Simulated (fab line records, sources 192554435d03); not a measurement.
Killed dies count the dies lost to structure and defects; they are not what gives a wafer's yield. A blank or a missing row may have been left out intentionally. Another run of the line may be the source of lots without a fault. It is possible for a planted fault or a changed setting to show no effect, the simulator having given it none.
fab line records + flow n5Finfet
record
- lots=10
- wafers=28
- lastDay=18
route steps=1938 shown BEOL_M13@1705 BEOL_M14@1730 PASSIVATION@1936
lots that met no fault: taken from a fault-free run of the same line
startH: hours from the record's first day to the start of the lot's first wafer shown + waitH: hours since the lot's step before + " as in the row above + L1.1+2: one row covering several wafers at once + - no value, or no start was given + * or withheld: withheld + < > ~ a bound
route shown NAME@n: names a module that has steps shown in the file, with the first one's number in the route + usual: mean and standard deviation over wafers with no fault + same: alike in all rows + chamber/n: place in a boat + sites: the reading at each site + _std_site: standard deviation of those values + _edge_site: the outer-site mean with the inner-site mean subtracted + radiusMm: how far each site lies from the wafer's centre + mask NAME#n: copy n + behind: the last tool/chamber to shape the wafer + hold: reason for holding the lot/hours on hold/outcome of the hold + device: the transistor (n, p or np) that didn't switch + end of line: the route-end tests of the same wafers + a step given without rows: its recipe and nothing more + killed: count of dies lost to structure and defects at first sort (not the wafer's yield) + map: the dies of a wafer, with x for killed, . for not killed, _ for no die there
set.NAME: the run value of the setting; set.NAME@STEP: its run value at that earlier step + model.NAME: the simulator's own value behind a step, which no gauge read
the route's steps for a sample of lots (tables are steps, rows are wafers)
services: the hour from which a tool's chamber was out of use, counted from the record's first day as startH (under 0 if before that day), plus the number of hours and why
## steps
# step N5_BEOL_M13_SPUTTER_43
# recipe
- material=TaN
- targetThkA=150
- tempC=50
- biasV=168.6
- powerW=15000
- chamberPressurePa=0.12
- timeS=24.19
# usual
- susceptorTempC=49.99/0.12
- throttleValvePct=30.1/0.97
| lot.wafer | tool          | chamber | startH | waitH | susceptorTempC | throttleValvePct |
|-----------|---------------|---------|--------|-------|----------------|------------------|
| L995.1    | pvdSputter-03 | -       | 247.25 | 0.0   | 50.11          | 28.6             |
| L995.4    | "             | -       | "      | "     | 50.03          | 30.1             |
| L995.6    | "             | -       | "      | "     | 49.96          | 31.5             |
| L996.3    | pvdSputter-02 | -       | 255.02 | 0.0   | 49.85          | 28.7             |
| L996.4    | "             | -       | "      | "     | 50.03          | 30.2             |
| L996.5    | "             | -       | "      | "     | 50.01          | 29.7             |
| L998.3    | pvdSputter-02 | -       | 260.75 | 0.0   | 50.20          | 30.2             |
| L998.4    | "             | -       | "      | "     | 50.01          | 28.3             |
| L998.6    | "             | -       | "      | "     | 49.81          | 28.6             |
| L999.2    | pvdSputter-02 | -       | 274.66 | 0.0   | 49.92          | 30.0             |
| L999.4    | "             | -       | "      | "     | 50.00          | 28.5             |
| L999.6    | "             | -       | "      | "     | 49.93          | 29.8             |
| L100.1    | pvdSputter-01 | -       | 279.97 | 0.0   | 49.99          | 31.7             |
| L100.2    | "             | -       | "      | "     | 49.90          | 30.4             |
| L100.4    | "             | -       | "      | "     | 49.94          | 30.0             |
| L103.1    | pvdSputter-01 | -       | 326.72 | 0.0   | 49.83          | 29.8             |
| L103.2    | "             | -       | "      | "     | 49.96          | 30.3             |
| L103.6    | "             | -       | "      | "     | 50.19          | 30.1             |
| L106.2    | pvdSputter-01 | -       | 330.02 | 0.0   | 49.97          | 29.7             |
| L106.4    | "             | -       | "      | "     | 50.11          | 30.1             |
| L106.5    | "             | -       | "      | "     | 49.79          | 30.1             |
| L105.3    | pvdSputter-03 | -       | 342.58 | 0.0   | 49.98          | 30.5             |
| L105.5    | "             | -       | "      | "     | 49.99          | 30.3             |
| L105.6    | "             | -       | "      | "     | 50.23          | 31.2             |
| L114.5    | pvdSputter-01 | -       | 387.53 | 0.0   | 50.20          | 30.2             |
| L114.6    | "             | -       | "      | "     | 49.99          | 30.0             |
| L113.5    | pvdSputter-02 | -       | 388.62 | 0.0   | 49.97          | 29.9             |
| L113.6    | "             | -       | "      | "     | 50.06          | 28.5             |
# step N5_BEOL_M13_RS_MEAS_54
# recipe
- thkMeasGauge=four-point-probe
- reads=Cu_of_BEOL_M13_ECD_47+Ta_of_BEOL_M13_SPUTTER_44+TaN_of_BEOL_M13_SPUTTER_43
# usual
- M13_RS=0.0453/0.00062
| lot.wafer | tool         | chamber | startH | waitH | M13_RS[ohm/sq] |
|-----------|--------------|---------|--------|-------|----------------|
| L995.1    | filmMetro-02 | -       | 248.42 | 0.0   | 0.0447         |
| L995.4    | "            | -       | "      | "     | 0.0439         |
| L995.6    | "            | -       | "      | "     | 0.0450         |
| L996.3    | filmMetro-02 | -       | 256.78 | 0.1   | 0.0459         |
| L996.4    | "            | -       | "      | "     | 0.0446         |
| L996.5    | "            | -       | "      | "     | 0.0457         |
| L998.3    | filmMetro-01 | -       | 261.91 | 0.1   | 0.0455         |
| L998.4    | "            | -       | "      | "     | 0.0444         |
| L998.6    | "            | -       | "      | "     | 0.0458         |
| L999.2    | filmMetro-01 | -       | 275.82 | 0.1   | 0.0448         |
| L999.4    | "            | -       | "      | "     | 0.0444         |
| L999.6    | "            | -       | "      | "     | 0.0450         |
| L100.1    | filmMetro-02 | -       | 281.17 | 0.0   | 0.0445         |
| L100.2    | "            | -       | "      | "     | 0.0452         |
| L100.4    | "            | -       | "      | "     | 0.0439         |
| L103.1    | filmMetro-01 | -       | 329.42 | 0.0   | 0.0458         |
| L103.2    | "            | -       | "      | "     | 0.0457         |
| L103.6    | "            | -       | "      | "     | 0.0456         |
| L106.2    | filmMetro-02 | -       | 333.57 | 0.1   | 0.0454         |
| L106.4    | "            | -       | "      | "     | 0.0444         |
| L106.5    | "            | -       | "      | "     | 0.0454         |
| L105.3    | filmMetro-01 | -       | 343.80 | 0.1   | 0.0446         |
| L105.5    | "            | -       | "      | "     | 0.0465         |
| L105.6    | "            | -       | "      | "     | 0.0446         |
| L114.5    | filmMetro-02 | -       | 388.65 | 0.0   | 0.0448         |
| L114.6    | "            | -       | "      | "     | 0.0452         |
| L113.5    | filmMetro-02 | -       | 389.75 | 0.0   | 0.0459         |
| L113.6    | "            | -       | "      | "     | 0.0454         |
# step N5_BEOL_M14_ETCH_59
# recipe
- chemistry=N2/H2
- target=BARC
- targetDepthA=890
- overetchA=267
- timeS=67.9
- ionEnergyEv=200
- pressureMtorr=30
- sourceW=840
- biasW=150
- n2FlowSccm=200
- h2FlowSccm=200
# usual
- drypumpMotorCurrentA=5.9/0.55
- oesProductAu=0.66/0.068
- rfVppV=523.8/2.3
- showerheadPlenumPTorr=2.53/0.079
- throttleValvePct=17.85/0.29
| lot.wafer | tool       | chamber | startH | waitH | drypumpMotorCurrentA | oesProductAu | rfHoursCounterH | rfVppV | showerheadPlenumPTorr | throttleValvePct |
|-----------|------------|---------|--------|-------|----------------------|--------------|-----------------|--------|-----------------------|------------------|
| L995.1    | rieDiel-06 | 3       | 249.70 | 0.0   | 5.0                  | 0.61         | 198             | 519.3  | 2.43                  | 17.57            |
| L995.4    | "          | 2       | "      | "     | 4.9                  | 0.58         | 232             | 526.4  | 2.61                  | 18.34            |
| L995.6    | "          | 0       | "      | "     | 5.8                  | 0.59         | -               | 520.0  | 2.40                  | 18.19            |
| L996.3    | rieDiel-05 | 0       | 257.48 | 0.0   | 6.5                  | 0.68         | 123             | 523.9  | 2.55                  | 17.81            |
| L996.4    | "          | 2       | "      | "     | 6.2                  | 0.60         | 221             | 523.3  | 2.53                  | 18.41            |
| L996.5    | "          | 3       | "      | "     | 5.5                  | 0.71         | -               | 522.7  | 2.47                  | 17.80            |
| L998.3    | rieDiel-05 | 2       | 262.59 | 0.0   | 6.3                  | 0.60         | 223             | 523.1  | 2.52                  | 18.41            |
| L998.4    | "          | 0       | "      | "     | 6.4                  | 0.67         | 125             | 525.1  | 2.55                  | 17.84            |
| L998.6    | "          | 2       | "      | "     | 6.2                  | 0.60         | -               | 525.3  | 2.52                  | 18.41            |
| L999.2    | rieDiel-06 | 0       | 276.51 | 0.0   | 5.7                  | 0.59         | 246             | 520.2  | 2.39                  | 18.22            |
| L999.4    | "          | 2       | "      | "     | 4.9                  | 0.57         | 242             | 526.6  | 2.61                  | 18.36            |
| L999.6    | "          | 1       | "      | "     | 5.5                  | 0.59         | -               | 521.6  | 2.41                  | 18.39            |
| L100.1    | rieDiel-06 | 0       | 281.95 | 0.0   | 5.8                  | 0.59         | 248             | 521.5  | 2.39                  | 18.24            |
| L100.2    | "          | 3       | "      | "     | 5.0                  | 0.60         | 209             | 520.3  | 2.43                  | 17.60            |
| L100.4    | "          | 2       | "      | "     | 4.9                  | 0.57         | 244             | 526.8  | 2.61                  | 18.36            |
| L103.1    | rieDiel-02 | 2       | 330.37 | 0.0   | 6.1                  | 0.64         | 164             | 524.8  | 2.54                  | 17.99            |
| L103.2    | "          | 0       | "      | "     | 5.7                  | 0.63         | 196             | 522.9  | 2.51                  | 17.86            |
| L103.6    | "          | 0       | "      | "     | 5.7                  | 0.63         | -               | 524.3  | 2.51                  | 17.89            |
| L106.2    | rieDiel-02 | 3       | 334.39 | 0.0   | 5.7                  | 0.83         | 1               | 523.6  | 2.48                  | 17.54            |
| L106.4    | "          | 1       | "      | "     | 6.7                  | 0.66         | 135             | 528.1  | 2.65                  | 17.48            |
| L106.5    | "          | 0       | "      | "     | 5.7                  | 0.63         | -               | 524.0  | 2.51                  | 17.86            |
| L105.3    | rieDiel-02 | 2       | 344.65 | 0.0   | 6.1                  | 0.62         | 171             | 523.4  | 2.54                  | 18.01            |
| L105.5    | "          | 0       | "      | "     | 5.7                  | 0.64         | -               | 523.7  | 2.51                  | 17.90            |
| L105.6    | "          | 1       | "      | "     | 6.7                  | 0.65         | -               | 526.0  | 2.64                  | 17.49            |
| L114.5    | rieDiel-02 | 1       | 389.36 | 0.0   | 6.7                  | 0.64         | -               | 526.2  | 2.64                  | 17.51            |
| L114.6    | "          | 0       | "      | "     | 5.7                  | 0.62         | -               | 524.6  | 2.50                  | 17.91            |
| L113.5    | rieDiel-02 | 0       | 390.79 | 0.0   | 5.7                  | 0.61         | -               | 523.5  | 2.50                  | 17.91            |
| L113.6    | "          | 3       | "      | "     | 5.7                  | 0.77         | -               | 523.7  | 2.47                  | 17.57            |
# step N5_BEOL_M14_STRIP_64
# recipe
- chemistry=O2
- powerW=600
- tempC=60
- pressureMtorr=30
- rfFrequencyHz=6e+07
- biasPowerW=0
- overashFraction=0.3
- o2FlowSccm=225
# usual
- drypumpMotorCurrentA=5.9/0.55
- oesProductAu=0.77/0.09
- rfVppV=3.6/0.47
- showerheadPlenumPTorr=2.09/0.061
- throttleValvePct=16.69/0.22
| lot.wafer | tool       | chamber | startH | waitH | drypumpMotorCurrentA | oesProductAu | rfHoursCounterH | rfVppV | showerheadPlenumPTorr | throttleValvePct |
|-----------|------------|---------|--------|-------|----------------------|--------------|-----------------|--------|-----------------------|------------------|
| L995.1    | rieDiel-06 | 3       | -      | -     | 5.0                  | 0.71         | 198             | 4.2    | 2.01                  | 16.42            |
| L995.4    | "          | 2       | "      | "     | 4.9                  | 0.66         | 232             | 3.8    | 2.15                  | 17.11            |
| L995.6    | "          | 0       | "      | "     | 5.8                  | 0.68         | -               | 4.1    | 1.96                  | 16.94            |
| L996.3    | rieDiel-05 | 0       | -      | -     | 6.5                  | 0.79         | 123             | 2.7    | 2.09                  | 16.60            |
| L996.4    | "          | 2       | "      | "     | 6.3                  | 0.70         | 221             | 3.5    | 2.07                  | 17.03            |
| L996.5    | "          | 3       | "      | "     | 5.5                  | 0.83         | -               | 4.1    | 2.04                  | 16.54            |
| L998.3    | rieDiel-05 | 2       | -      | -     | 6.3                  | 0.70         | 223             | 3.7    | 2.07                  | 17.04            |
| L998.4    | "          | 0       | "      | "     | 6.4                  | 0.79         | 125             | 4.1    | 2.09                  | 16.61            |
| L998.6    | "          | 2       | "      | "     | 6.3                  | 0.70         | -               | 3.7    | 2.07                  | 17.04            |
| L999.2    | rieDiel-06 | 0       | -      | -     | 5.8                  | 0.67         | 247             | 3.7    | 1.96                  | 16.94            |
| L999.4    | "          | 2       | "      | "     | 4.9                  | 0.67         | 242             | 3.4    | 2.14                  | 17.12            |
| L999.6    | "          | 1       | "      | "     | 5.5                  | 0.68         | -               | 3.4    | 1.99                  | 17.17            |
| L100.1    | rieDiel-06 | 0       | -      | -     | 5.8                  | 0.67         | 248             | 4.2    | 1.96                  | 16.97            |
| L100.2    | "          | 3       | "      | "     | 5.1                  | 0.71         | 209             | 3.3    | 2.01                  | 16.46            |
| L100.4    | "          | 2       | "      | "     | 4.9                  | 0.66         | 244             | 2.9    | 2.14                  | 17.14            |
| L103.1    | rieDiel-02 | 2       | -      | -     | 6.1                  | 0.73         | 164             | 3.4    | 2.09                  | 16.72            |
| L103.2    | "          | 0       | "      | "     | 5.7                  | 0.74         | 196             | 4.1    | 2.08                  | 16.83            |
| L103.6    | "          | 0       | "      | "     | 5.7                  | 0.74         | -               | 3.6    | 2.08                  | 16.83            |
| L106.2    | rieDiel-02 | 3       | -      | -     | 5.7                  | 1.00         | 1               | 4.3    | 2.08                  | 16.55            |
| L106.4    | "          | 1       | "      | "     | 6.7                  | 0.77         | 135             | 3.6    | 2.18                  | 16.43            |
| L106.5    | "          | 0       | "      | "     | 5.7                  | 0.73         | -               | 4.1    | 2.08                  | 16.84            |
| L105.3    | rieDiel-02 | 2       | -      | -     | 6.1                  | 0.73         | 171             | 4.1    | 2.08                  | 16.73            |
| L105.5    | "          | 0       | "      | "     | 5.7                  | 0.73         | -               | 3.4    | 2.08                  | 16.85            |
| L105.6    | "          | 1       | "      | "     | 6.7                  | 0.76         | -               | 2.9    | 2.18                  | 16.46            |
| L114.5    | rieDiel-02 | 1       | -      | -     | 6.7                  | 0.75         | -               | 3.8    | 2.18                  | 16.47            |
| L114.6    | "          | 0       | "      | "     | 5.7                  | 0.73         | -               | 3.8    | 2.07                  | 16.87            |
| L113.5    | rieDiel-02 | 0       | -      | -     | 5.7                  | 0.72         | -               | 4.2    | 2.07                  | 16.86            |
| L113.6    | "          | 3       | "      | "     | 5.7                  | 0.92         | -               | 3.4    | 2.07                  | 16.58            |
# step N5_BEOL_M14_CD_MEAS_17
# recipe
- targetCdNm=250
- polarity=opening
# usual
- cdNm=252.4/2.3
| lot.wafer | tool     | chamber | startH | waitH | cdNm  |
|-----------|----------|---------|--------|-------|-------|
| L995.1    | cdSem-03 | -       | 250.17 | 0.0   | 253.6 |
| L995.4    | "        | -       | "      | "     | 251.2 |
| L995.6    | "        | -       | "      | "     | 254.4 |
| L996.3    | cdSem-01 | -       | 257.88 | 0.0   | 253.4 |
| L996.4    | "        | -       | "      | "     | 252.1 |
| L996.5    | "        | -       | "      | "     | 251.3 |
| L998.3    | cdSem-03 | -       | 263.00 | 0.0   | 249.9 |
| L998.4    | "        | -       | "      | "     | 249.6 |
| L998.6    | "        | -       | "      | "     | 247.3 |
| L999.2    | cdSem-02 | -       | 276.91 | 0.0   | 249.8 |
| L999.4    | "        | -       | "      | "     | 244.7 |
| L999.6    | "        | -       | "      | "     | 250.4 |
| L100.1    | cdSem-01 | -       | 282.36 | 0.0   | 251.5 |
| L100.2    | "        | -       | "      | "     | 251.1 |
| L100.4    | "        | -       | "      | "     | 251.1 |
| L103.1    | cdSem-02 | -       | 330.77 | 0.0   | 256.1 |
| L103.2    | "        | -       | "      | "     | 254.9 |
| L103.6    | "        | -       | "      | "     | 254.8 |
| L106.2    | cdSem-02 | -       | 334.79 | 0.0   | 254.8 |
| L106.4    | "        | -       | "      | "     | 258.8 |
| L106.5    | "        | -       | "      | "     | 252.9 |
| L105.3    | cdSem-01 | -       | 345.05 | 0.0   | 255.3 |
| L105.5    | "        | -       | "      | "     | 254.0 |
| L105.6    | "        | -       | "      | "     | 256.7 |
| L114.5    | cdSem-01 | -       | 389.74 | 0.0   | 260.4 |
| L114.6    | "        | -       | "      | "     | 256.8 |
| L113.5    | cdSem-03 | -       | 391.17 | 0.0   | 257.4 |
| L113.6    | "        | -       | "      | "     | 261.8 |
# step N5_PASSIVATION_PROBE_49
# usual
- defectLimitedYield=91.4/1.5
- killed_at_M0_to_M3=33/11
- killed_at_M4_up=14/5.3
- killedAtContacts=13/6.2
- killedAtFrontEnd=39/13
- killedAtOther=3.1/2.8
- killedDies=102/17
- killedOpen=68/13
- killedShort=32/7.8
- sort_bin_5_function=5.1/0.95
- sort_bin_6_memory=3.2/0.7
- sort_bin_8_speed=0.02/0.16
- sortNPass=1078/18
- sortYieldPct=91.3/1.5
# same
- grossDies=1180
- killedAtBackSide=0
- sort_bin_4_leakage[%]=0
| lot.wafer | tool      | chamber | startH | waitH | defectLimitedYield[%] | killed_at_M0_to_M3 | killed_at_M4_up | killedAtContacts | killedAtFrontEnd | killedAtOther | killedDies | killedOpen | killedShort | sort_bin_5_function[%] | sort_bin_6_memory[%] | sort_bin_8_speed[%] | sortNPass | sortYieldPct[%] |
|-----------|-----------|---------|--------|-------|-----------------------|--------------------|-----------------|------------------|------------------|---------------|------------|------------|-------------|------------------------|----------------------|---------------------|-----------|-----------------|
| L106.2    | prober-02 | -       | 359.19 | 0.1   | 90.8                  | 30                 | 12              | 19               | 41               | 7             | 109        | 74         | 34          | 5.1                    | 4.0                  | 0                   | 1071      | 90.8            |
| L106.4    | prober-02 | -       | 359.29 | 0.2   | 91.6                  | 16                 | 13              | 18               | 49               | 3             | 99         | 65         | 31          | 5.7                    | 2.2                  | 0                   | 1081      | 91.6            |
| L106.5    | prober-02 | -       | 359.34 | 0.2   | 92.5                  | 17                 | 13              | 23               | 36               | 0             | 89         | 67         | 21          | 4.4                    | 3.0                  | 0                   | 1091      | 92.5            |
| L105.3    | prober-02 | -       | 372.97 | 0.1   | 90.9                  | 25                 | 11              | 20               | 38               | 13            | 107        | 71         | 35          | 4.9                    | 3.8                  | 0                   | 1073      | 90.9            |
| L105.5    | prober-02 | -       | 373.07 | 0.2   | 90.6                  | 29                 | 29              | 11               | 33               | 9             | 111        | 77         | 34          | 5.6                    | 3.4                  | 0                   | 1069      | 90.6            |
| L105.6    | prober-02 | -       | 373.12 | 0.3   | 92.2                  | 35                 | 15              | 14               | 25               | 3             | 92         | 68         | 24          | 5.7                    | 2.1                  | 0                   | 1088      | 92.2            |
# killed by level:class
L106.2 MOL_CONTACT_COAG:geometricParticle:open=14 BEOL_M2:geometricParticle:open=9 STI_FIN_REVEAL:geometricParticle:open=8 BEOL_M0_SAQP:geometricParticle:short=6 BEOL_M0:geometricParticle:open=6 FIN_SAQP:geometricParticle:short=5 MOL_CONTACT_COAG:geometricParticle:short=5 BEOL_M4:geometricParticle:open=5
L106.4 MOL_CONTACT_COAG:geometricParticle:open=16 STI_FIN_REVEAL:geometricParticle:open=12 FIN_SAQP:geometricParticle:short=9 BEOL_M3:geometricParticle:open=5 DUMMY_GATE:geometricParticle:open=4 BEOL_M4:geometricParticle:open=4 FIN_SAQP:geometricParticle:open=3 FIN_CUT:geometricParticle:open=3
L106.5 MOL_CONTACT_COAG:geometricParticle:open=18 FIN_SAQP:geometricParticle:open=9 BEOL_M3:geometricParticle:open=7 STI_FIN_REVEAL:geometricParticle:open=6 MOL_CONTACT_COAG:geometricParticle:short=5 DUMMY_GATE:geometricParticle:open=4 BEOL_M2:geometricParticle:open=4 GATE_CUT:geometricParticle:open=3
L105.3 MOL_CONTACT_COAG:geometricParticle:open=15 FIN_SAQP:geometricParticle:open=9 FIN_SAQP:geometricParticle:short=6 BEOL_M0_SAQP:geometricParticle:open=6 BEOL_M3:geometricParticle:open=6 STI_FIN_REVEAL:geometricParticle:open=5 DUMMY_GATE:geometricParticle:open=5 BEOL_M0_SAQP:geometricParticle:short=5
L105.5 BEOL_M4:geometricParticle:open=15 STI_FIN_REVEAL:geometricParticle:open=10 MOL_CONTACT_COAG:geometricParticle:open=8 BEOL_M2:geometricParticle:open=7 BEOL_M0_SAQP:geometricParticle:short=5 BEOL_M3:geometricParticle:open=5 BEOL_M0_SAQP:geometricParticle:open=4 BEOL_M5:geometricParticle:open=4
L105.6 BEOL_M3:geometricParticle:open=16 MOL_CONTACT_COAG:geometricParticle:open=12 BEOL_M4:geometricParticle:open=7 BEOL_M0_SAQP:geometricParticle:short=5 BEOL_M2:geometricParticle:open=5 STI_FIN_REVEAL:geometricParticle:open=4 DUMMY_GATE:geometricParticle:open=4 BEOL_M0:geometricParticle:open=4
## services
| tool       | chamber | startH | hours | kind                         |
|------------|---------|--------|-------|------------------------------|
| rieDiel-06 | -       | 227.77 | 0.4   | repair                       |
| rieDiel-05 | 3       | 229.94 | 6.9   | repair                       |
| rieDiel-05 | 2       | 235.44 | 7.4   | repair                       |
| rieDiel-05 | -       | 260.09 | 1.4   | repair                       |
| rieDiel-06 | 0       | 287.51 | -     | clean                        |
| rieDiel-06 | 0       | 287.51 | -     | consumableReplace:focusRing  |
| rieDiel-06 | 0       | 287.51 | -     | consumableReplace:showerhead |
| rieDiel-06 | 0       | 287.51 | 16.2  | scheduledDown                |
| rieDiel-06 | 0       | 287.51 | 16.2  | ventCycle                    |
| rieDiel-02 | 0       | 294.09 | 10.7  | repair                       |
| rieDiel-06 | 2       | 303.85 | -     | clean                        |
| rieDiel-06 | 2       | 303.85 | -     | consumableReplace:focusRing  |
| rieDiel-06 | 2       | 303.85 | 30.6  | scheduledDown                |
| rieDiel-06 | 2       | 303.85 | 30.6  | ventCycle                    |
| rieDiel-06 | 1       | 306.01 | 2.9   | repair                       |
| rieDiel-02 | 3       | 315.16 | -     | clean                        |
| rieDiel-02 | 3       | 315.16 | -     | consumableReplace:focusRing  |
| rieDiel-02 | 3       | 315.16 | 17.9  | scheduledDown                |
| rieDiel-02 | 3       | 315.16 | 17.9  | ventCycle                    |
| rieDiel-06 | 1       | 359.91 | -     | clean                        |
| rieDiel-06 | 1       | 359.91 | -     | consumableReplace:focusRing  |
| rieDiel-06 | 1       | 359.91 | -     | consumableReplace:showerhead |
| rieDiel-06 | 1       | 359.91 | 17.4  | scheduledDown                |
| rieDiel-05 | 2       | 387.56 | 4.7   | repair                       |
## key
firstSign
- step=N5_BEOL_M14_CD_MEAS_17
- reading=cdNm
- direction=up
- sigmas=2.9
- usual=252.4
- struck=259.1
effect none on later readings
metAt N5_BEOL_M14_ETCH_59
struckLots L113,L114
struckWafers L113.5,L113.6,L114.5,L114.6
notActingAt N5_BEOL_M13_SPUTTER_43,N5_BEOL_M13_RS_MEAS_54,N5_BEOL_M14_STRIP_64
onsetBetween 344.65 389.36
alsoFits time
fault
- kind=processParameterDrift
- tool=rieDiel-02
- chamber=-
- onsetH=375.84
- steps=N5_BEOL_M14_ETCH_59
- channel=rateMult
- offset=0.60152
- shape=step
- endH=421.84
- scope=struckWafersOnly
